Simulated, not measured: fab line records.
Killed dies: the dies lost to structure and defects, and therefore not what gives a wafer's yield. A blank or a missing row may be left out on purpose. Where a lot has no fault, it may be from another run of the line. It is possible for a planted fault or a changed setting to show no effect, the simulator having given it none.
Comparing a struck lot with a sound one || flow n5-finfet || 15 out of 1938 route steps
Sound: wafers L260.1, L260.2, L260.6. Wafers L268.1, L268.3, L268.6 were the ones struck. The cause is given at the end.
For every step that has rows: the tool of each side, followed by ch and its chambers, followed by its first start. Under that, the readings that differ: sound wafers || struck wafers || difference of the means || sigmas: that difference in standard deviations of wafers without a fault.
alike: readings with means less than 2 such deviations apart, plus words and numbers identical on both sides. not compared: withheld readings, readings lacking a value on some wafer, bounds such as >300 that could conceal the same value, and numbers that have no deviation in the record and whose values overlap.
Wherever a step has rows on one side only, a row that says differs or no value, or a row with sigmas, the two part there. Non-overlapping numbers with no deviation appear without sigmas and do not part them. Lack of a reading on every wafer of one side parts them only where that side has two or more wafers.

N5_BEOL_M8_VIA_ETCH_34: etches SiCOH lowk in C4F6/O2, target depth 125.5 nm, time 50.5 s.
  sound on rie-diel-04 ch 1,2,3, day 10 08:38; struck on rie-diel-06 ch 0,2,3, day 12 12:38
  alike: drypump-motor-current-A, mfc-ar-sccm, oes-product-au, rf-fwd-power-W, rf-vpp-V, showerhead-plenum-p-Torr, throttle-valve-pct
  not compared: rf-hours-counter-h
then, 1 step without rows for these wafers: N5_BEOL_M8_STRIP_76 (strips in C4F6/O2).
N5_BEOL_M8_STRIP_36: strips in N2/H2.
  sound on rie-diel-04 ch 1,2,3, day 10 08:41; struck on rie-diel-06 ch 0,2,3, day 12 12:41
  alike: drypump-motor-current-A, oes-product-au, rf-vpp-V, showerhead-plenum-p-Torr, throttle-valve-pct
  not compared: rf-hours-counter-h
N5_BEOL_M8_TRENCH_ETCH_37: etches SiCOH lowk in C4F6/O2, target depth 93.478 nm, time 31.2 s.
  sound: rie-diel-04 ch 1,2,3; struck: rie-diel-06 ch 0,2,3
  alike: drypump-motor-current-A, mfc-ar-sccm, oes-product-au, rf-fwd-power-W, rf-vpp-V, showerhead-plenum-p-Torr, throttle-valve-pct
  not compared: rf-hours-counter-h
then, 1 step without rows for these wafers: N5_BEOL_M8_ETCH_41 (etches SiCN in CH3F/O2, target depth 31.9 nm, time 57.8 s).
N5_BEOL_M8_STRIP_80: strips in N2/H2, time 10 s.
  sound: rie-diel-04 ch 1,2,3; struck: rie-diel-06 ch 0,2,3
  alike: drypump-motor-current-A, oes-product-au, rf-vpp-V, showerhead-plenum-p-Torr, throttle-valve-pct
  not compared: rf-hours-counter-h
N5_BEOL_M8_OCD_MEAS_38:
  sound: ocd-02 at day 10 08:53; struck: ocd-01 at day 12 12:53
  alike: trench-depth-nm
then, 4 steps without rows for these wafers: N5_BEOL_M8_HM_STRIP_39 (strips TiN in peroxide tin strip, target depth 25 nm, time 158 s); N5_BEOL_M8_SRD_40 (time 30 s); N5_BEOL_M8_PRECLEAN_42 (cleans in residue remover, time 60 s); N5_BEOL_M8_SRD_43 (time 30 s).
N5_BEOL_M8_CD_MEAS_35 targets a cd of 40 nm.
  sound: cd-sem-01 at day 10 09:02; struck: cd-sem-03 at day 12 13:02
  alike: cd-nm
N5_BEOL_M8_CURE_75: cures SiCOH lowk, time 120 s.
  sound on uv-cure-02 ch 1, day 10 09:41; struck on uv-cure-01 ch 1, day 12 13:05
  no value came back on the struck wafers for lamp-power-pct (%), run-length-s (s), wafer_temp_C_max; on the sound wafers lamp-power-pct (%) reads 52.33 52.30 52.44
N5_BEOL_M8_DEGAS_44: time 60 s.
  sound: pvd-sputter-02 at day 10 10:02; struck: pvd-sputter-02 at day 12 13:39
  alike: heater-power-w
after that, 1 step had no rows for these wafers: N5_PASSIVATION_PROBE_49.

WHERE THEY PART
At N5_BEOL_M8_CURE_75 and nowhere else, as far as this record goes. Later steps at which nothing parts them and some readings are alike: N5_BEOL_M8_DEGAS_44.

WHY: what had been put in by the simulator
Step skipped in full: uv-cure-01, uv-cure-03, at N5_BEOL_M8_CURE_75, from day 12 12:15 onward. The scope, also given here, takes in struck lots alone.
